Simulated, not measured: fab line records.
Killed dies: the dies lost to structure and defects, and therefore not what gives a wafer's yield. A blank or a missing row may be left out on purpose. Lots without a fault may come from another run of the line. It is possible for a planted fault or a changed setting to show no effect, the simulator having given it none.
Which tool is to blame? | flow n5 finfet | 27 wafers from 9 lots sampled at 5 of the route's 1938 steps

== WHAT THE GAUGES READ, wafer by wafer ==
N5_HKMG_FIN_CD_MEAS_12: target cd 92.8 nm. Usual: cd nm at 93.1 nm, with a standard deviation of 0.7.
lot  | measured    | on        | cd nm (nm)     | flag
L116 | day 4 14:58 | cd sem-03 | 92.4 92.6 92.9 |
L119 | day 5 04:57 | cd sem-03 | 93.9 93.1 93.8 |
L124 | day 6 10:07 | cd sem-01 | 92.7 93.9 94.3 |
L128 | day 7 11:22 | cd sem-03 | 94.1 93.2 94.5 |
L131 | day 8 03:26 | cd sem-02 | 93.3 92.6 92.6 |
L132 | day 8 08:30 | cd sem-01 | 93.8 93.4 92.7 |
L136 | day 9 09:06 | cd sem-01 | 92.3 92.6 92.3 |
L137 | day 9 16:34 | cd sem-02 | 91.9 92.6 93.8 |
L138 | day 9 20:35 | cd sem-01 | 93.4 92.2 92.1 |

N5_BEOL_M4_RC_MEAS_101. Usual: DIBL_N 35.8 mV/V, standard deviation 1.8; DIBL_P 35.6 mV/V, standard deviation 2; IOFF_N 0.148 nA/um, standard deviation 0.028; IOFF_P 0.20 nA/um, standard deviation 0.034; ION_N 672 uA/um, standard deviation 12; ION_P 462 uA/um, standard deviation 8.5; SS_N 71.2 mV/dec, standard deviation 0.65; SS_P 73.1 mV/dec, standard deviation 0.67; VT_N 251 mV, standard deviation 3.3; VT_P -251 mV, standard deviation 3.8.
lot  | measured     | on        | DIBL_N (mV/V)  | DIBL_P (mV/V)  | IOFF_N (nA/um)    | IOFF_P (nA/um) | ION_N (uA/um) | ION_P (uA/um) | SS_N (mV/dec)  | SS_P (mV/dec)  | VT_N (mV)   | VT_P (mV)      | flag
L116 | day 8 02:58  | prober-01 | 37.7 36.9 36.8 | 38.6 36.7 37.4 | 0.156 0.151 0.145 | 0.22 0.20 0.21 | 647 672 674   | 451 461 464   | 72.1 70.9 70.4 | 73.9 72.5 73.5 | 252 252 250 | -247 -248 -248 |
L119 | day 9 07:14  | prober-01 | 36.3 35.4 36.7 | 37.7 38.2 37.9 | 0.161 0.152 0.165 | 0.19 0.20 0.19 | 686 674 671   | 464 463 461   | 71.5 71.5 71.0 | 72.9 72.6 73.1 | 250 252 250 | -256 -254 -256 |
L124 | day 10 02:16 | prober-02 | 34.6 35.9 35.2 | 34.3 35.7 34.7 | 0.121 0.136 0.137 | 0.19 0.21 0.19 | 663 674 677   | 457 467 468   | 70.1 71.3 70.8 | 73.5 72.8 72.4 | 253 252 250 | -249 -247 -249 |
L128 | day 11 07:08 | prober-02 | 39.7 36.7 38.2 | 38.6 35.2 37.0 | 0.244 0.162 0.192 | 0.31 0.25 0.27 | 677 668 669   | 467 468 459   | 73.2 72.6 72.4 | 74.3 73.2 74.0 | 245 252 248 | -242 -243 -248 |
L131 | day 11 22:31 | prober-01 | 37.7 34.0 33.2 | 38.3 33.9 32.5 | 0.189 0.121 0.106 | 0.22 0.17 0.14 | 685 668 656   | 463 460 452   | 71.8 71.3 70.4 | 74.0 72.1 72.6 | 249 255 255 | -252 -254 -257 |
L132 | day 12 00:12 | prober-02 | 38.4 32.6 36.1 | 39.2 32.9 37.3 | 0.153 0.076 0.117 | 0.18 0.12 0.16 | 669 626 662   | 448 430 449   | 71.5 70.0 70.3 | 74.0 71.7 73.5 | 255 266 259 | -254 -260 -257 |
L136 | day 13 02:19 | prober-01 | 38.6 37.8 38.0 | 41.2 39.5 39.9 | 0.200 0.181 0.183 | 0.27 0.24 0.25 | 678 684 682   | 464 462 472   | 72.5 71.2 72.0 | 74.2 73.9 74.1 | 245 247 250 | -247 -249 -247 |
L137 | day 13 18:52 | prober-02 | 35.8 38.4 35.3 | 35.0 37.4 33.1 | 0.147 0.197 0.138 | 0.19 0.24 0.18 | 677 691 682   | 463 478 464   | 71.3 71.6 71.0 | 72.4 72.5 71.9 | 250 246 254 | -248 -247 -250 |
L138 | day 13 22:43 | prober-02 | 34.5 35.1 35.3 | 34.1 35.6 35.2 | 0.145 0.163 0.164 | 0.19 0.21 0.21 | 673 687 692   | 471 470 469   | 70.7 70.5 70.9 | 72.4 72.9 72.9 | 249 246 247 | -249 -247 -247 |

== WHAT TOOL EACH LOT RAN ON (gives the tool, then ch and the chambers of the sampled wafers, and finally the start) ==
lot  | N5_HKMG_FIN_STRIP_93              | N5_HKMG_FIN_ETCH_32               | N5_HKMG_FIN_ETCH_86
L116 | rie diel-03 ch 0,2, day 4 12:25   | rie diel-03 ch 0,2, day 4 15:11   | rie diel-05 ch 0,2,3, day 4 16:25
L119 | rie diel-05 ch 0,2,3, day 5 02:13 | rie diel-06 ch 0,1,2, day 5 05:08 | rie diel-05 ch 2,3, day 5 06:39
L124 | rie diel-05 ch 0,2,3, day 6 07:33 | rie diel-06 ch 0,1,3, day 6 10:17 | rie diel-03 ch 2,3, day 6 11:31
L128 | rie diel-05 ch 2,3, day 7 08:43   | rie diel-06 ch 1,2, day 7 11:32   | rie diel-03 ch 1,2, day 7 12:53
L131 | rie diel-05 ch 0,1,3, day 8 01:01 | rie diel-06 ch 0,1,3, day 8 03:55 | rie diel-05 ch 1,3, day 8 05:09
L132 | rie diel-03 ch 2,3, day 8 05:47   | rie diel-06 ch 1,3, day 8 08:41   | rie diel-06 ch 0,1, day 8 09:55
L136 | rie diel-05 ch 2,3, day 9 06:33   | rie diel-05 ch 1,2, day 9 09:20   | rie diel-06 ch 0,1, day 9 10:42
L137 | rie diel-06 ch 0,3, day 9 13:59   | rie diel-03 ch 1,2,3, day 9 16:45 | rie diel-03 ch 1,2, day 9 17:59
L138 | rie diel-03 ch 1,2,3, day 9 17:53 | rie diel-03 ch 0,1,3, day 9 20:50 | rie diel-03 ch 0,1,2, day 9 22:04
- N5_HKMG_FIN_STRIP_93: strips SOC in N2/H2, time 20 s.
- N5_HKMG_FIN_ETCH_32: etches SOC in N2/H2, target depth 240 nm, time 300 s.
- N5_HKMG_FIN_ETCH_86: etches SOC in N2/H2, stops on TiN, target depth 393.2 nm.

== WHAT THE TOOLS THEMSELVES READ (means of the sampled wafers that have a number; where no wafer has one, the mark that the record gives instead) ==
N5_HKMG_FIN_STRIP_93. Usual: drypump motor current A 5.7 A, standard deviation 0.42; h2 flow sccm 299.9 sccm, standard deviation 0.93; oes product au 0.79 a.u., standard deviation 0.092; rf vpp V 54.0 V, standard deviation 0.86; showerhead plenum p Torr 3.32 Torr, standard deviation 0.094; throttle valve pct 18.9 %, standard deviation 0.36.
lot  | tool        | drypump motor current A (A) | h2 flow sccm (sccm) | oes product au (a.u.) | rf vpp V (V) | showerhead plenum p Torr (Torr) | throttle valve pct (%) | flag
L116 | rie diel-03 | 6.2                         | 299.4               | 0.81                  | 53.7         | 3.25                            | 19.0                   |
L119 | rie diel-05 | 5.5                         | 300.1               | 0.74                  | 54.0         | 3.38                            | 19.0                   |
L124 | rie diel-05 | 5.5                         | 300.4               | 0.73                  | 54.0         | 3.37                            | 19.0                   |
L128 | rie diel-05 | 5.5                         | 300.2               | 0.81                  | 54.7         | 3.41                            | 18.8                   |
L131 | rie diel-05 | 5.4                         | 299.9               | 0.80                  | 53.8         | 3.32                            | 19.0                   |
L132 | rie diel-03 | 5.8                         | 299.4               | 0.85                  | 53.1         | 3.27                            | 19.1                   |
L136 | rie diel-05 | 5.4                         | 299.7               | 0.84                  | 54.1         | 3.35                            | 19.0                   |
L137 | rie diel-06 | 6.0                         | 299.6               | 0.69                  | 54.6         | 3.27                            | 19.0                   |
L138 | rie diel-03 | 5.7                         | 300.5               | 0.85                  | 54.8         | 3.31                            | 19.2                   |

N5_HKMG_FIN_ETCH_32. Usual: for drypump motor current A, 5.6 A with a standard deviation of 0.41; for h2 flow sccm, 200.0 sccm with a standard deviation of 0.63; for oes product au, 0.78 a.u. with a standard deviation of 0.086; for rf fwd power W, 838.2 W with a standard deviation of 2.6; for rf vpp V, 523.4 V with a standard deviation of 2.1; for showerhead plenum p Torr, 2.52 Torr with a standard deviation of 0.071; for throttle valve pct, 17.80 % with a standard deviation of 0.22.
lot  | tool        | drypump motor current A (A) | h2 flow sccm (sccm) | oes product au (a.u.) | rf fwd power W (W) | rf vpp V (V) | showerhead plenum p Torr (Torr) | throttle valve pct (%) | flag
L116 | rie diel-03 | 6.1                         | 200.4               | 0.83                  | 838.5              | 521.6        | 2.46                            | 17.75                  |
L119 | rie diel-06 | 5.3                         | 199.9               | 0.73                  | 836.3              | 522.9        | 2.53                            | 17.73                  |
L124 | rie diel-06 | 5.6                         | 199.9               | 0.75                  | 835.3              | 523.8        | 2.53                            | 17.71                  |
L128 | rie diel-06 | 5.5                         | 200.2               | 0.74                  | 838.9              | 523.2        | 2.49                            | 17.56                  |
L131 | rie diel-06 | 5.7                         | 199.8               | 0.81                  | 1039.0             | 487.2        | 2.52                            | 17.74                  | OFF
L132 | rie diel-06 | 6.1                         | 199.9               | 0.83                  | 1039.6             | 485.5        | 2.45                            | 17.67                  | OFF
L136 | rie diel-05 | 5.4                         | 199.3               | 0.73                  | 837.7              | 524.7        | 2.55                            | 17.80                  |
L137 | rie diel-03 | 5.7                         | 200.2               | 0.85                  | 839.7              | 522.5        | 2.51                            | 17.88                  |
L138 | rie diel-03 | 5.7                         | 199.8               | 0.87                  | 839.8              | 521.8        | 2.51                            | 17.79                  |

N5_HKMG_FIN_ETCH_86. Usual: for drypump motor current A, 5.7 A with a standard deviation of 0.42; for h2 flow sccm, 200.0 sccm with a standard deviation of 0.64; for oes product au, 0.78 a.u. with a standard deviation of 0.087; for rf fwd power W, 845.1 W with a standard deviation of 3; for rf vpp V, 240.3 V with a standard deviation of 1.3; for showerhead plenum p Torr, 2.51 Torr with a standard deviation of 0.07; for throttle valve pct, 17.79 % with a standard deviation of 0.21.
lot  | tool        | drypump motor current A (A) | h2 flow sccm (sccm) | oes product au (a.u.) | rf fwd power W (W) | rf vpp V (V) | showerhead plenum p Torr (Torr) | throttle valve pct (%) | flag
L116 | rie diel-05 | 5.5                         | 199.8               | 0.72                  | 844.9              | 241.5        | 2.56                            | 17.79                  |
L119 | rie diel-05 | 5.4                         | 199.2               | 0.70                  | 845.8              | 241.0        | 2.55                            | 17.92                  |
L124 | rie diel-03 | 5.8                         | 199.7               | 0.85                  | 848.6              | 239.8        | 2.48                            | 17.75                  |
L128 | rie diel-03 | 5.6                         | 199.4               | 0.90                  | 849.3              | 240.4        | 2.56                            | 17.88                  |
L131 | rie diel-05 | 5.2                         | 199.8               | 0.85                  | 844.0              | 239.7        | 2.50                            | 17.86                  |
L132 | rie diel-06 | 5.1                         | 200.5               | 0.72                  | 842.6              | 241.2        | 2.59                            | 17.81                  |
L136 | rie diel-06 | 5.2                         | 200.6               | 0.71                  | 842.6              | 241.3        | 2.58                            | 17.83                  |
L137 | rie diel-03 | 5.9                         | 199.9               | 0.78                  | 846.2              | 240.5        | 2.49                            | 17.95                  |
L138 | rie diel-03 | 5.9                         | 200.0               | 0.81                  | 846.9              | 240.1        | 2.49                            | 17.87                  |

== THE ANSWER, worked out from the rows above alone ==
Rule: a lot is off if the mean of its wafers that have a number lies more than 3 standard deviations from the usual mean. A lot without any number at a reading at which 4 lots or more have one is off too. All remaining lots with rows at the step are treated as sound. After the gauges, taken in route order, come the tools' own readings; for these a lot's mean is taken, as printed above. The first step at which some lot is off is used, and at that step the reading that is off furthest; a lot without a number counts as furthest.
Off, at N5_HKMG_FIN_ETCH_32 on rf fwd power W: L131, L132.
A tool fits if, at that step or a process step before it, it ran every lot that is off, and no sound lot after the first of them. One candidate fits, namely rie diel-06 at N5_HKMG_FIN_ETCH_32. Its last sound lot is L128 (day 7 11:32), its first lot that is off L131 (day 8 03:55): a fault that began between those two fits.
The tool's own readings at N5_HKMG_FIN_ETCH_32 bear it out: on the lots that are off they differ by more than 5 times the standard deviation of the sound lots' means. rf fwd power W reads 1039.3 W there against 838.0 W on the sound lots; rf vpp V reads 486.4 V there against 522.9 V on the sound lots.

== WHAT THE SIMULATOR PUT IN ==
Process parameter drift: rie diel-06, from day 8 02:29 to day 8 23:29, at N5_HKMG_FIN_ETCH_32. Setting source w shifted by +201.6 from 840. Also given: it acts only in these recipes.
Shown lots that were struck: L131, L132. This agrees with what the rule above found.
